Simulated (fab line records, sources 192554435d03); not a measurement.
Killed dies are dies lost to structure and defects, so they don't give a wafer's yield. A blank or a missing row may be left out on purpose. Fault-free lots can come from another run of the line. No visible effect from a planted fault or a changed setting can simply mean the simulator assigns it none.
fab line records    flow n5-finfet
record: lots: 7  wafers: 39
route steps=1938 shown BEOL_M13@1706
start-h: hours from the record's opening day to when the first of the lot's shown wafers began    wait-h: how many hours have passed since the lot's step before this one    " identical to the entry in the row above    L1.1+2: several wafers, shown together as one row    - no value, or no start was given    * or withheld: withheld    < > ~ a bound
route shown NAME@n: a module of which the file shows steps, and the number in the route of the first    usual: average and standard deviation across the fault-free wafers    same: alike in all rows    chamber/n: place in a boat    sites: the reading at each site    _std_site: the standard deviation of these    _edge_site: outer sites' mean less inner sites'    radius-mm: how far each site lies from the wafer's centre    mask NAME#n: copy n    behind: the most recent tool/chamber to have shaped the wafer    hold: what put the lot on hold/how long, in hours/how the hold closed    device: whichever transistor did not switch (one of n, p or np)    end of line: tests run on the same wafers once the route is complete    a step given without rows: its recipe and nothing more    killed: at the first sort, the dies lost to defects and structure; wafer yield is something else    map: a wafer's dies, x killed, . not, _ none there
set.NAME: the setting as run; set.NAME@STEP: as run at that earlier step    model.NAME: the simulator's own value behind a step, which no gauge read
one table per step and one row per wafer, for lots whose settings were changed on purpose
== steps ==
step: N5_BEOL_M13_SPUTTER_44
recipe: material: Ta  target-thk-a: 100  temp-c: 50  bias-v: 80  power-w: 15000  chamber-pressure-pa: 0.07  time-s: 16.13
lot.wafer       tool            chamber  start-h  wait-h  set.target-thk-a  model.Ta_of_BEOL_M13_SPUTTER_44.thk-nm
L075.1          pvd-sputter-03  -        248.88   0.0     69.95             7.2
L075.2+5        "               -        "        "       69.95             7
L075.3+4        "               -        "        "       100               10.2
L075.6          "               -        "        "       100               10
L078.1+2+5+6    pvd-sputter-02  -        266.26   0.0     100               10
L078.3+4        "               -        "        "       100               10.2
L082.1          pvd-sputter-01  -        288.96   0.0     76.94             7.6
L082.2+5        "               -        "        "       76.94             7.8
L082.3+6        "               -        "        "       100               10
L082.4          "               -        "        "       100               10.2
L086.1          pvd-sputter-03  -        311.90   0.0     100               9.8
L086.2+3        "               -        "        "       100               10
L086.4+5        "               -        "        "       76.9              7.8
L086.6          "               -        "        "       76.9              7.6
L087.2+3+4      pvd-sputter-02  -        315.75   0.0     100               10
L090.1          pvd-sputter-03  -        332.21   0.0     48.8              4.8
L090.2+6        "               -        "        "       48.8              5
L090.3+4+5      "               -        "        "       100               10
L096.1+3+4+5+6  pvd-sputter-03  -        377.29   0.0     100               10
L096.2          "               -        "        "       100               10.2
step: N5_BEOL_M13_SPUTTER_45
recipe: material: Cu  target-thk-a: 800  temp-c: -20  bias-v: 60  power-w: 26000  chamber-pressure-pa: 0.13  time-s: 13.33
step: N5_BEOL_M13_ECD_47
recipe: material: Cu  target-thk-a: 9360
step: N5_BEOL_M13_ANNEAL_48
recipe: temp-c: 225  time-s: 90  ambient: N2
step: N5_BEOL_M13_CMP_49
recipe: stop-on: SiOC  t-overpolish-s: 17.1  down-force-psi: 1  platen-rpm: 50  clearing-platen-down-force-psi: 1.5  clearing-platen-rpm: 50  post-cmp-clean: cu-alkaline  target-thk-nm: 420  clearing-platen-pad-velocity-m-s: 0.99484  pad-velocity-m-s: 0.99484
usual: barrier-field-endpoint-s: 30.5/0.69
lot.wafer  tool    chamber  start-h  wait-h  set.target-thk-a@BEOL_M13_SPUTTER_44  barrier-field-endpoint-s
L075.4     cmp-04  0        249.65   0.2     100                                   30.5
L075.3     "       1        "        "       100                                   29.5
L075.1     "       2        "        "       69.95                                 27.2
L075.2     "       3        "        "       69.95                                 26.5
L075.5     "       0        "        "       69.95                                 26.9
L075.6     "       1        "        "       100                                   29.9
L078.3     cmp-02  2        267.39   0.2     100                                   30.4
L078.1     "       3        "        "       100                                   29.9
L078.2     "       0        "        "       100                                   29.5
L078.4     "       1        "        "       100                                   30.5
L078.5     "       2        "        "       100                                   30.4
L078.6     "       3        "        "       100                                   29.7
L082.4     cmp-02  3        289.62   0.1     100                                   30.8
L082.2     "       0        "        "       76.94                                 28.0
L082.3     "       1        "        "       100                                   31.8
L082.1     "       2        "        "       76.94                                 28.3
L082.5     "       3        "        "       76.94                                 28.1
L082.6     "       0        "        "       100                                   31.4
L086.3     cmp-02  3        312.56   0.2     100                                   31.0
L086.1     "       0        "        "       100                                   30.2
L086.2     "       1        "        "       100                                   31.0
L086.4     "       2        "        "       76.9                                  27.9
L086.6     "       3        "        "       76.9                                  27.7
L086.5     "       0        "        "       76.9                                  28.4
L087.4     cmp-01  1        316.44   0.1     100                                   30.1
L087.3     "       2        "        "       100                                   30.1
L087.2     "       3        "        "       100                                   30.7
L090.1     cmp-02  2        333.03   0.3     48.8                                  24.4
L090.2     "       3        "        "       48.8                                  24.4
L090.3     "       0        "        "       100                                   30.3
L090.4     "       1        "        "       100                                   31.1
L090.6     "       2        "        "       48.8                                  24.6
L090.5     "       3        "        "       100                                   30.8
L096.4     cmp-02  0        377.95   0.1     100                                   31.0
L096.2     "       1        "        "       100                                   31.9
L096.3     "       2        "        "       100                                   31.4
L096.1     "       3        "        "       100                                   31.5
L096.5     "       0        "        "       100                                   31.0
L096.6     "       1        "        "       100                                   31.3
== key ==
split: step: N5_BEOL_M13_SPUTTER_44  setting: target-thk-a  stated: 100  by: wafer
response: step: N5_BEOL_M13_SPUTTER_44  reading: model.Ta_of_BEOL_M13_SPUTTER_44.thk-nm  change: +0.0994  per: 1%  r: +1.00
response: step: N5_BEOL_M13_CMP_49  reading: barrier-field-endpoint-s  change: +0.12  per: 1%  r: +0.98
